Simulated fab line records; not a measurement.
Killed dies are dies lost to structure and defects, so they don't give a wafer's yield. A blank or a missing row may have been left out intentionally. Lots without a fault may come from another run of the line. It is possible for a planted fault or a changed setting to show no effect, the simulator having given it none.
fab line records    flow n5_finfet
[record] lots = 6  wafers = 18  last_day = 17
route steps=1938 shown MOL_CONTACT_COAG@540 PASSIVATION@1936
lots that met no fault: taken from a fault-free run of the same line
start_h: the number of hours between the record's first day and the start of the first shown wafer of the lot    wait_h: time in hours since the lot's previous step    " the same as in the row above    L1.1+2: one row covering several wafers at once    - no value present, or no start provided    * or withheld: withheld    < > ~ a bound
route shown NAME@n: a module of which the file shows steps, and the number in the route of the first    usual: average and standard deviation across the fault-free wafers    same: alike in all rows    chamber/n: place in a boat    sites: per-site readings    _std_site: standard deviation across them    _edge_site: the outer-site mean with the inner-site mean subtracted    radius_mm: how far each site lies from the wafer's centre    mask NAME#n: copy n    behind: tool/chamber where the wafer was last shaped    hold: the reason the lot was held/the length of the hold in hours/how it ended    device: the n, p or np transistor that did not switch    end of line: the route-end tests of the same wafers    a step given without rows: its recipe and nothing more    killed: dies that structure and defects cost at the first sort, which is not the same as the wafer's yield    map: per-die view of a wafer (x killed, . not killed, _ where there is no die)
set.NAME: the setting that was run; set.NAME@STEP: the one run at that earlier step    model.NAME: the simulator's own value behind a step, which no gauge read
lots at selected steps of the route; one table per step, one row per wafer
services: a tool's chamber out of use, with start hour (start_h, from the record's first day; less than 0 if before it), hours out, and reason
[[steps]]
[step N5_MOL_CONTACT_COAG_CD_MEAS_99]
[recipe] target_cd_nm = 17.2  polarity = opening
[usual] cd_nm = 17.3/0.31
lot.wafer  tool       chamber  start_h  wait_h  cd_nm
L412.1     cd_sem-03  -        91.52    -       17.0
L412.2     "          -        "        "       17.5
L412.5     "          -        "        "       17.8
L414.1     cd_sem-03  -        112.63   -       17.2
L414.3     "          -        "        "       17.1
L414.4     "          -        "        "       17.3
L415.2     cd_sem-02  -        122.53   -       17.8
L415.4     "          -        "        "       17.6
L415.5     "          -        "        "       17.4
L419.4     cd_sem-03  -        136.31   -       17.2
L419.5     "          -        "        "       17.0
L419.6     "          -        "        "       16.9
L420.1     cd_sem-03  -        142.16   -       17.8
L420.2     "          -        "        "       17.0
L420.6     "          -        "        "       16.9
L434.2     cd_sem-02  -        224.98   -       17.0
L434.4     "          -        "        "       16.9
L434.6     "          -        "        "       17.1
[step N5_MOL_CONTACT_COAG_IMPLANT_129]
[recipe] species = Ge  energy_kev = 3  dose_cm2 = 6e+14  tilt_deg = 0  rotation_deg = 0
[step N5_MOL_CONTACT_COAG_PRECLEAN_111]
[recipe] chemistry = NF3:NH3  afs_cycles = 1  temp_c = 30  time_s = 20  sublimation_temp_c = 180  sublimation_time_s = 60  pressure_torr = 3  rf_power_w = 30
[step N5_MOL_CONTACT_COAG_TI_SIL_19]
[recipe] material = Ti  target_thk_a = 42  temp_c = 200  chamber_pressure_pa = 5  power_w = 5000  time_s = 15
[step N5_MOL_CONTACT_COAG_ALD_20]
[recipe] material = TiN  target_thk_a = 15  temp_c = 400  ald_precursor_family = TiCl4  ald_co_reactant = NH3  pulse_time_s = 1  purge_time_s = 3  co_reactant_purge_time_s = 2  co_reactant_pulse_time_s = 2  ald_cycles = 68  pressure_torr = 3
[step N5_MOL_CONTACT_COAG_SIL_ANNEAL_21]
[recipe] temp_c = 550  time_s = 60  ambient = N2
[step N5_MOL_CONTACT_COAG_PRE_CLEAN_141]
[recipe] gas = H2/He  time_s = 60  temp_c = 300
[step N5_MOL_CONTACT_COAG_SPUTTER_143]
[recipe] material = Co  target_thk_a = 25  temp_c = 25  chamber_pressure_pa = 0.2
[step N5_MOL_CONTACT_COAG_CO_FILL_22]
[recipe] material = Co  target_thk_a = 200  temp_c = 200  precursor = CCTBA/H2  pressure_torr = 30
[step N5_MOL_CONTACT_COAG_ANNEAL_113]
[recipe] temp_c = 400  time_s = 300  ambient = H2/N2
[usual] lamp_power_pct = 2.9/0.45  wafer_temp_C_max = 401.8/0.76
[same] time_s = 300
lot.wafer  tool           chamber  start_h  wait_h  lamp_power_pct  wafer_temp_C_max
L412.1     rtp_anneal-01  0        95.30    0.3     2.5             402.7
L412.2     "              0        "        "       2.5             402.5
L412.5     "              0        "        "       2.5             402.3
L414.1     rtp_anneal-02  0        114.78   0.3     3.4             401.1
L414.3     "              0        "        "       3.4             401.4
L414.4     "              0        "        "       3.4             401.2
L415.2     rtp_anneal-02  0        127.49   0.5     3.4             400.7
L415.4     "              0        "        "       3.4             400.8
L415.5     "              0        "        "       3.4             400.9
L419.4     rtp_anneal-02  0        140.31   0.6     3.4             401.4
L419.5     "              0        "        "       3.4             401.1
L419.6     "              0        "        "       3.4             400.9
L420.1     rtp_anneal-02  0        146.81   0.4     3.4             401.1
L420.2     "              0        "        "       3.4             401.2
L420.6     "              0        "        "       3.4             400.7
L434.2     rtp_anneal-02  0        227.53   0.7     3.4             401.4
L434.4     "              0        "        "       3.4             401.2
L434.6     "              0        "        "       3.4             401.0
[step N5_MOL_CONTACT_COAG_PRE_CLEAN_142]
[recipe] gas = H2/He  time_s = 60  temp_c = 300
[usual] heater_power_w = 451/33
[same] time_s = 60
lot.wafer  tool            chamber  start_h  wait_h  heater_power_w
L412.1     pvd_sputter-03  -        96.23    0.8     519
L412.2     "               -        "        "       450
L412.5     "               -        "        "       531
L414.1     pvd_sputter-02  -        117.57   2.6     435
L414.3     "               -        "        "       460
L414.4     "               -        "        "       405
L415.2     pvd_sputter-02  -        128.27   0.6     404
L415.4     "               -        "        "       402
L415.5     "               -        "        "       440
L419.4     pvd_sputter-03  -        141.11   0.7     523
L419.5     "               -        "        "       419
L419.6     "               -        "        "       449
L420.1     pvd_sputter-03  -        149.82   2.9     512
L420.2     "               -        "        "       474
L420.6     "               -        "        "       396
L434.2     pvd_sputter-01  -        229.78   1.9     438
L434.4     "               -        "        "       457
L434.6     "               -        "        "       459
[step N5_MOL_CONTACT_COAG_SPUTTER_130]
[recipe] material = Co  target_thk_a = 475  temp_c = 25  chamber_pressure_pa = 0.5  power_w = 3000
[step N5_MOL_CONTACT_COAG_PRECLEAN_125]
[recipe] chemistry = DIW  time_s = 57.5  temp_c = 23
[same] time_s = 57.5
lot.wafer   tool          chamber  start_h  wait_h
L412.1+2+5  wet_bench-03  7,4,6    96.42    0.1
L414.1+3+4  wet_bench-06  2,3,5    117.76   0.1
L415.2+4+5  wet_bench-06  1,7,4    128.46   0.1
L419.4+5+6  wet_bench-03  3,1,5    141.30   0.1
L420.1+2+6  wet_bench-03  6,0,1    150.01   0.1
L434.2+4+6  wet_bench-06  4,0,3    229.97   0.1
[step N5_MOL_CONTACT_COAG_SRD_126]
[recipe] dry_time_s = 32  dry = n2_spin  spin_rpm = 1500
[step N5_MOL_CONTACT_COAG_CMP_23]
[recipe] stop_on = SiO2  t_overpolish_s = 1.5  post_cmp_clean = cu_alkaline  down_force_psi = 2  platen_rpm = 50.289  pad_velocity_m_s = 1.0006  target_thk_nm = 0
[step N5_MOL_CONTACT_COAG_WET_ETCH_26]
[recipe] target = Co  target_depth_nm = 13
[step N5_MOL_CONTACT_COAG_WET_ETCH_116]
[recipe] chemistry = SC1-inhibited  target_depth_nm = 4.6  dry = ipa_marangoni  rinse_time_s = 30  rinse_temp_c = 23
[step N5_MOL_CONTACT_COAG_ALD_27]
[recipe] material = SiOC  target_thk_a = 170  temp_c = 400  ald_precursor_family = carbosiloxane  ald_co_reactant = H2-plasma  pulse_time_s = 1.5  time_s = 2720  purge_time_s = 2  co_reactant_purge_time_s = 2  ald_cycles = 340  pressure_torr = 2
[usual] heater_power_w = 813/74  precursor_pulse_height_rel = 1.000/0.019
[same] time_s = 2720
lot.wafer  tool        chamber  start_h  wait_h  heater_power_w  precursor_pulse_height_rel  since_wet_clean_h
L412.1     ald_sin-02  2        97.29    0.0     881             0.951                       286
L412.2     "           0        "        "       774             1.009                       286
L412.5     "           2        "        "       916             1.007                       -
L414.1     ald_sin-02  1        118.63   0.0     800             0.970                       307
L414.3     "           3        "        "       824             1.011                       307
L414.4     "           2        "        "       899             1.005                       307
L415.2     ald_sin-02  0        129.50   0.2     760             0.989                       318
L415.4     "           1        "        "       783             0.991                       318
L415.5     "           1        "        "       806             0.998                       -
L419.4     ald_sin-04  2        142.18   0.0     1008            1.005                       43
L419.5     "           3        "        "       760             1.032                       -
L419.6     "           0        "        "       782             1.004                       -
L420.1     ald_sin-02  0        150.88   0.0     758             1.001                       339
L420.2     "           1        "        "       780             0.979                       339
L420.6     "           3        "        "       809             0.995                       -
L434.2     ald_sin-04  2        230.88   0.0     1012            1.003                       131
L434.4     "           0        "        "       788             1.017                       131
L434.6     "           3        "        "       771             1.011                       -
[step N5_MOL_CONTACT_COAG_CMP_28]
[recipe] stop_on = SiNx  t_overpolish_s = 0.85  post_cmp_clean = alkaline_brush  down_force_psi = 4.15  platen_rpm = 51.8  pad_velocity_m_s = 1.0307  target_thk_nm = 14.522
[step N5_MOL_CONTACT_COAG_THK_MEAS_29]
[recipe] reads = SiNx_of_GATE_CUT_PECVD_57+SiNx_of_GATE_CUT_SAC_CAP_01
[usual] MD_CAP_THK = 17.93/0.085
lot.wafer  tool           chamber  start_h  wait_h  MD_CAP_THK[nm]
L412.1     film_metro-01  -        99.16    -       18.01
L412.2     "              -        "        "       17.87
L412.5     "              -        "        "       17.83
L414.1     film_metro-02  -        120.49   -       17.94
L414.3     "              -        "        "       18.06
L414.4     "              -        "        "       17.92
L415.2     film_metro-01  -        131.36   -       17.95
L415.4     "              -        "        "       17.92
L415.5     "              -        "        "       17.90
L419.4     film_metro-02  -        144.04   -       17.93
L419.5     "              -        "        "       17.85
L419.6     "              -        "        "       17.93
L420.1     film_metro-02  -        152.75   -       17.90
L420.2     "              -        "        "       17.91
L420.6     "              -        "        "       18.08
L434.2     film_metro-02  -        232.75   -       17.96
L434.4     "              -        "        "       17.93
L434.6     "              -        "        "       17.86
[step N5_MOL_CONTACT_COAG_ALD_123]
[recipe] material = SiNx  target_thk_a = 50  temp_c = 400  ald_precursor_family = SiH2I2  ald_co_reactant = N2/H2-plasma  pulse_time_s = 1  purge_time_s = 2  co_reactant_purge_time_s = 2  ald_cycles = 100  pressure_torr = 2
[usual] heater_power_w = 817/74  precursor_pulse_height_rel = 0.999/0.018
lot.wafer  tool        chamber  start_h  wait_h  heater_power_w  precursor_pulse_height_rel  since_wet_clean_h
L412.1     ald_sin-02  2        99.95    0.8     896             0.984                       288
L412.2     "           3        "        "       792             0.975                       288
L412.5     "           0        "        "       776             0.992                       -
L414.1     ald_sin-03  2        120.53   0.0     708             1.000                       218
L414.3     "           3        "        "       853             0.989                       218
L414.4     "           0        "        "       832             1.007                       218
L415.2     ald_sin-02  3        131.40   0.0     798             1.004                       320
L415.4     "           2        "        "       918             0.994                       320
L415.5     "           2        "        "       903             0.975                       -
L419.4     ald_sin-02  1        145.37   1.3     788             0.976                       -
L419.5     "           3        "        "       796             0.992                       -
L419.6     "           2        "        "       894             1.014                       -
L420.1     ald_sin-04  3        152.99   0.2     780             0.997                       53
L420.2     "           2        "        "       1017            1.040                       53
L420.6     "           1        "        "       811             1.012                       -
L434.2     ald_sin-02  1        232.78   0.0     777             1.009                       42
L434.4     "           0        "        "       763             0.975                       42
L434.6     "           1        "        "       785             0.985                       -
[step N5_MOL_CONTACT_COAG_PECVD_31]
[recipe] material = SiO2  target_thk_a = 460  temp_c = 400  precursor = TEOS/O2  pressure_torr = 6.5  rf_w = withheld  teos_flow_sccm = withheld  gas = O2  flow_sccm = 2650  time_s = 8.9
[step N5_MOL_CONTACT_COAG_COAT_75]
[recipe] resist = SOC  temp_c = 250  time_s = 60  spin_rpm = 1500  resist_thk_nm = 60
[step N5_MOL_CONTACT_COAG_COAT_76]
[recipe] resist = SiARC  temp_c = 220  time_s = 60  spin_rpm = 1500  resist_thk_nm = 10
[step N5_MOL_CONTACT_COAG_COAT_77]
[recipe] resist = underlayer  temp_c = 205  time_s = 60  spin_rpm = 1500  resist_thk_nm = 10
[step N5_MOL_CONTACT_COAG_COAT_78]
[recipe] resist = CAR-EUV  spin_rpm = 1500  resist_thk_nm = 40
[step N5_MOL_CONTACT_COAG_EBR_80]
[recipe] solvent = PGMEA  ebr_width_mm = 1.5
[step N5_MOL_CONTACT_COAG_SOFTBAKE_79]
[recipe] temp_c = 110  time_s = 60  resist = CAR-EUV
[step N5_MOL_CONTACT_COAG_EXPOSE_81]
[recipe] mask_id = VG  na = 0.33  source_shape = annular  sigma_inner = 0.3  sigma_outer = 0.7  polarization = unpolarized  defocus_nm = 0  dose_mj = 59.5
[step N5_MOL_CONTACT_COAG_PEB_82]
[recipe] peb_temp_c = 100  peb_time_s = 60  resist = CAR-EUV
[step N5_MOL_CONTACT_COAG_DEVELOP_83]
[recipe] develop_time_s = 30  developer = TMAH  resist = CAR-EUV  rinse_liquid = surfactant_rinse  dry = air_spin  dev_temp_c = 23
[step N5_MOL_CONTACT_COAG_CD_MEAS_84]
[recipe] target_cd_nm = 25.1  landing_energy_ev = 500  detector = se_inlens  polarity = opening
[usual] cd_nm = 25.05/0.29
lot.wafer  tool       chamber  start_h  wait_h  cd_nm
L412.1     cd_sem-01  0        100.81   -       25.32
L412.2     "          0        "        "       25.09
L412.5     "          0        "        "       25.23
L414.1     cd_sem-03  0        121.37   -       24.68
L414.3     "          0        "        "       25.17
L414.4     "          0        "        "       25.65
L415.2     cd_sem-02  0        132.37   -       25.03
L415.4     "          0        "        "       25.11
L415.5     "          0        "        "       24.88
L419.4     cd_sem-01  0        146.10   -       24.80
L419.5     "          0        "        "       24.74
L419.6     "          0        "        "       24.96
L420.1     cd_sem-02  0        153.96   -       25.13
L420.2     "          0        "        "       24.59
L420.6     "          0        "        "       24.90
L434.2     cd_sem-03  0        233.63   -       24.80
L434.4     "          0        "        "       24.28
L434.6     "          0        "        "       25.16
[step N5_MOL_CONTACT_COAG_OVL_MEAS_85]
[recipe] points_per_wafer = 522
[usual] VG_OVL = 0.5/0.74
lot.wafer  tool        chamber  start_h  wait_h  VG_OVL[nm]
L412.1     overlay-02  0        100.84   0.0     1.6
L412.2     "           0        "        "       1.9
L412.5     "           0        "        "       1.8
L414.1     overlay-02  0        121.41   0.0     0.6
L414.3     "           0        "        "       1.0
L414.4     "           0        "        "       0.6
L415.2     overlay-02  0        132.41   0.0     -0.2
L415.4     "           0        "        "       -0.2
L415.5     "           0        "        "       -0.2
L419.4     overlay-02  0        146.14   0.0     0.4
L419.5     "           0        "        "       0.3
L419.6     "           0        "        "       1.0
L420.1     overlay-01  0        153.99   0.0     0.2
L420.2     "           0        "        "       0.2
L420.6     "           0        "        "       0.2
L434.2     overlay-02  0        233.66   0.0     -0.3
L434.4     "           0        "        "       0.1
L434.6     "           0        "        "       0.7
[step N5_MOL_CONTACT_COAG_DESCUM_88]
[recipe] chemistry = O2  time_s = 7  source_power_w = 50  bias_power_w = 20  pressure_mtorr = 20  rf_frequency_hz = 2.712e+07  temp_c = 40  resist = CAR-EUV  o2_flow_sccm = 225
[step N5_MOL_CONTACT_COAG_ETCH_89]
[recipe] chemistry = N2/H2  target = underlayer  target_depth_a = 130  mask_material = CAR-EUV  time_s = 10.4  ion_energy_ev = 200  pressure_mtorr = 30  source_w = 840  bias_w = 150  n2_flow_sccm = 200  h2_flow_sccm = 200  ends = cleared
[step N5_MOL_CONTACT_COAG_ETCH_90]
[recipe] chemistry = CF4  target = SiARC  target_depth_a = 130  mask_material = CAR-EUV  time_s = 21.7  ion_energy_ev = 80  pressure_mtorr = 40  source_w = 545  bias_w = 36  Ar_flow_sccm = 100  cf4_flow_sccm = 100  ends = cleared
[step N5_MOL_CONTACT_COAG_ALD_131]
[recipe] material = SiO2  target_thk_a = 50  temp_c = 100  ald_precursor_family = BDEAS  ald_co_reactant = O2-plasma  pulse_time_s = 1  co_reactant_pulse_time_s = 1  purge_time_s = 2  co_reactant_purge_time_s = 2  ald_cycles = 35  pressure_torr = 2
[usual] heater_power_w = 76/8.5  precursor_pulse_height_rel = 1.001/0.021
[same] co_reactant_pulse_time_s = 1
lot.wafer  tool        chamber  start_h  wait_h  heater_power_w  precursor_pulse_height_rel  since_wet_clean_h
L412.1     ald_sin-04  3        101.07   0.1     71              1.007                       1
L412.2     "           2        "        "       95              1.004                       1
L412.5     "           2        "        "       94              0.985                       -
L414.1     ald_sin-04  1        121.64   0.1     77              0.979                       22
L414.3     "           3        "        "       71              1.008                       22
L414.4     "           2        "        "       94              1.032                       22
L415.2     ald_sin-03  1        132.63   0.1     65              1.029                       230
L415.4     "           3        "        "       82              1.033                       230
L415.5     "           0        "        "       78              0.977                       -
L419.4     ald_sin-04  0        146.35   0.1     75              0.971                       46
L419.5     "           1        "        "       75              1.007                       -
L419.6     "           2        "        "       92              1.043                       -
L420.1     ald_sin-04  2        154.89   0.1     94              1.027                       55
L420.2     "           0        "        "       73              0.992                       55
L420.6     "           3        "        "       72              0.993                       -
L434.2     ald_sin-03  1        233.88   0.1     66              1.019                       331
L434.4     "           3        "        "       81              0.990                       331
L434.6     "           1        "        "       68              0.958                       -
[step N5_MOL_CONTACT_COAG_ETCHBACK_132]
[recipe] chemistry = CHF3  target = SiO2  target_depth_a = 100  time_s = 6.7  ion_energy_ev = 200  pressure_mtorr = 30  source_w = 610  bias_w = 170  Ar_flow_sccm = 200  CHF3_flow_sccm = 50
[step N5_MOL_CONTACT_COAG_ETCH_91]
[recipe] chemistry = N2/H2  target = SOC  target_depth_a = 600  overetch_a = 210  mask_material = SiARC  temp_c = 40  time_s = 101.2  ion_energy_ev = 200  pressure_mtorr = 30  source_w = 840  bias_w = 150  n2_flow_sccm = 200  h2_flow_sccm = 200
[step N5_PASSIVATION_PROBE_49]
[usual] defect_limited_yield = 90.9/1.5  killed_at_M0_to_M3 = 36/9.9  killed_at_M4_up = 13/4.5  killed_at_contacts = 13/6.4  killed_at_front_end = 42/12  killed_at_other = 3.4/3  killed_dies = 107/18  killed_on_rim = 14/4.3  killed_open = 69/13  killed_short = 35/8.2  sort_bin_5_function = 5.3/1.1  sort_bin_6_memory = 3.4/0.69  sort_n_pass = 1073/18  sort_yield_pct = 90.9/1.5
[same] gross_dies = 1180  killed_at_back_side = 0  sort_bin_4_leakage[%] = 0  sort_bin_8_speed[%] = 0
lot.wafer  tool       chamber  start_h  wait_h  defect_limited_yield[%]  killed_at_M0_to_M3  killed_at_M4_up  killed_at_contacts  killed_at_front_end  killed_at_other  killed_dies  killed_on_rim  killed_open  killed_short  sort_bin_5_function[%]  sort_bin_6_memory[%]  sort_n_pass  sort_yield_pct[%]
L419.4     prober-01  -        306.51   0.2     80.5                     34                  16               140                 34                   6                230          18             67           31            12.6                    4.2                   950          80.5
L419.5     prober-01  -        306.56   0.2     85.6                     38                  8                80                  41                   3                170          31             48           43            7.7                     4.1                   1010         85.6
L419.6     prober-01  -        306.61   0.3     83.7                     26                  24               107                 32                   3                192          26             60           35            9.7                     4.5                   988          83.7
L420.1     prober-01  -        317.75   0.0     83.5                     30                  16               75                  69                   5                195          41             69           45            9.4                     4.7                   985          83.5
L420.2     prober-01  -        317.80   0.1     82.8                     19                  11               135                 37                   1                203          9              42           29            11.0                    4.1                   977          82.8
L420.6     prober-01  -        318.00   0.3     84.7                     34                  11               95                  33                   8                181          43             55           33            9.0                     3.7                   999          84.7
// killed by level:class
L419.4 MOL_CONTACT_COAG:unspecified=132 BEOL_M0_SAQP:geometric_particle:open=14 BEOL_M4:geometric_particle:open=8 FIN_SAQP:geometric_particle:open=7 STI_FIN_REVEAL:geometric_particle:open=7 BEOL_M0_SAQP:geometric_particle:short=7 MOL_CONTACT_COAG:geometric_particle:open=6 FIN_SAQP:geometric_particle:short=5
L419.5 MOL_CONTACT_COAG:unspecified=78 FIN_SAQP:geometric_particle:short=13 BEOL_M0_SAQP:geometric_particle:open=10 GATE_CUT:geometric_particle:short=7 BEOL_M0_SAQP:geometric_particle:short=7 BEOL_M4:geometric_particle:open=6 STI_FIN_REVEAL:geometric_particle:open=5 BEOL_M1:geometric_particle:open=5
L419.6 MOL_CONTACT_COAG:unspecified=96 BEOL_M4:geometric_particle:open=13 BEOL_M0_SAQP:geometric_particle:short=11 MOL_CONTACT_COAG:geometric_particle:open=8 DUMMY_GATE:geometric_particle:open=6 FIN_SAQP:geometric_particle:short=5 GATE_CUT:geometric_particle:open=5 BEOL_M0_SAQP:geometric_particle:open=5
L420.1 MOL_CONTACT_COAG:unspecified=67 STI_FIN_REVEAL:geometric_particle:open=18 HKMG_FIN:area_etch=12 BEOL_M1:geometric_particle:open=10 FIN_SAQP:geometric_particle:short=8 BEOL_M0_SAQP:geometric_particle:open=8 BEOL_M0_SAQP:geometric_particle:short=7 MOL_CONTACT_COAG:geometric_particle:open=6
L420.2 MOL_CONTACT_COAG:unspecified=130 FIN_SAQP:geometric_particle:open=10 STI_FIN_REVEAL:geometric_particle:open=9 BEOL_M3:geometric_particle:open=7 FIN_SAQP:geometric_particle:short=6 MOL_CONTACT_COAG:geometric_particle:open=5 STARTING-WAFER:geometric_particle:short=4 BEOL_M2:geometric_particle:short=3
L420.6 MOL_CONTACT_COAG:unspecified=86 FIN_SAQP:geometric_particle:short=9 BEOL_M1:geometric_particle:open=9 MOL_CONTACT_COAG:geometric_particle:open=7 HKMG_FIN:area_etch=7 BEOL_M0:geometric_particle:open=6 FIN_SAQP:geometric_particle:open=5 BEOL_M0_SAQP:geometric_particle:short=5
// map L419.4 (x killed, . not)
_________________........x...________________
______________................x._____________
___________.x....................x.__________
__________.....x......x.....x......._________
________.............................._______
_______.............x......x..x........______
______x......x......x.......x..........._____
_____............x....x..................____
____.............x..............xx....xx..___
___.............................x.x........__
___x.x..x.........................x........__
__....................x.........xx..x......._
__........x....................x....x....xx._
_...................x........................
_..x..x.x......x..........x.x......x.........
_......x........x...............x.....x.....x
_......xx....xxx.x.x...x....................x
_........x...xxx..xx.xx................xx....
_......x.....xxxxxxxxxx..x...................
_.x.........xxxxxxxxxxxxx.x.x......x.........
_x..........xxxxxxxxxxxxx...x................
__.........xxxxxxxxxxxxxxx.................._
__.........xxxxxxxxxxxxxx..................._
___..x......xxxxxxxxxxxxxx..x....x.x.......__
___........xxxxxxxxxxxxxxx.................__
____x....x..x.xxxxxxxxx.xx.....x....x.....___
_____.........xxxxxxxxxx...........xx....____
______.......xx.xxxxx......x..x........._____
_______...x.....xx.........x...........______
________x.x......xxx..........x.x....._______
__________.........................._________
___________x........x...x..........__________
______________..x..............._____________
_________________xx...x..x...________________
// map L420.2 (x killed, . not)
_________________............________________
______________.................._____________
___________........................__________
__________.........................._________
________....................x...x....._______
_______....x.............x.............______
______.................x................_____
_____..x.................................____
____...........................x.........x___
___.......................x.........x..x.x.__
___..............................x.........__
__.........x.............x......xx.......x.._
__..............xx..........x...x.......x..._
_.x.................x...........x.....x......
_..x..........x.............x...xx.........x.
_..................x....x......x.............
_.......xxxx.....x...........x..x............
_......xx.xxx.x.xx...x.......x...x...........
_........xxxxxxxxxx........................x.
_...xx..xxxxxxxxxx......x....................
_......xxxxxxxxxxxx.x..x.........x.....x.....
__...xxxxxxxxxxxxxx................x........_
__...xx.xxxxxxxxxxxx..x..x.................._
___.xxxxxxxxxxxxxxxxx.x.x........x.........__
___x.xx.xxxxxxxxxxx..x.....................__
____x....xxxxxxxxx.x......................___
_____.x..xxxxxxxx........................____
______..x.x.xx....x....................._____
_______.xxx...xx...x..x.........x...x..______
________.......x..........x...x......x_______
__________..x.x.....x..............._________
___________.............x..........__________
______________.................x_____________
_________________............________________
[[services]]
tool            chamber  start_h  hours  kind
ald_sin-02      3        77.70    2.4    repair
pvd_sputter-03  -        83.35    0.6    repair
ald_sin-04      -        85.96    14.0   pm
ald_sin-04      0        85.96    14.0   vent_cycle
ald_sin-04      1        85.96    14.0   vent_cycle
ald_sin-04      2        85.96    14.0   vent_cycle
ald_sin-04      3        85.96    14.0   vent_cycle
pvd_sputter-02  -        94.48    11.2   repair
ald_sin-04      0        99.96    -      clean
ald_sin-04      1        99.96    -      clean
ald_sin-03      0        108.65   1.6    repair
ald_sin-03      1        110.91   6.8    repair
ald_sin-02      -        112.32   0.6    repair
pvd_sputter-02  -        124.06   2.1    repair
ald_sin-02      -        134.75   2.8    pm
ald_sin-02      -        177.21   14.0   pm
ald_sin-02      0        177.21   14.0   vent_cycle
ald_sin-02      1        177.21   14.0   vent_cycle
ald_sin-02      2        177.21   15.1   vent_cycle
ald_sin-02      3        177.21   14.0   vent_cycle
ald_sin-02      0        191.21   -      clean
ald_sin-02      1        191.21   -      clean
ald_sin-02      3        191.21   -      clean
ald_sin-02      -        206.42   0.3    repair
[[key]]
[first_sign] step = N5_PASSIVATION_PROBE_49  reading = killed_at_contacts  direction = up  sigmas = 14  usual = 13  struck = 105
[effect] step = N5_PASSIVATION_PROBE_49  reading = defect_limited_yield  direction = down  sigmas = 4.9  usual = 90.9  struck = 83.5
[more_kills_born_at] N5_MOL_CONTACT_COAG_PRECLEAN_125@wet_bench-03 = 589
met_at N5_MOL_CONTACT_COAG_PRECLEAN_125
struck_wafers L419.4,L419.5,L419.6,L420.1,L420.2,L420.6
[baseline_loss] step = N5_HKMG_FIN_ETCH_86  wafers = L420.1
onset_between 96.42 141.30
also_fits N5_MOL_CONTACT_COAG_PRE_CLEAN_142:pvd_sputter-03,N5_MOL_CONTACT_COAG_ALD_131:ald_sin-04
[fault] kind = chamber_particle_source  tool = wet_bench-03  chamber = -  onset_h = 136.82  steps = N5_MOL_CONTACT_COAG_PRECLEAN_125  rate_per_visit_cm2 = 0.9772  end_h = 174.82
// baseline_loss: these wafers lose ten dies or more at that step, a loss of the line's own and not of a fault; the sort's usual values leave them out
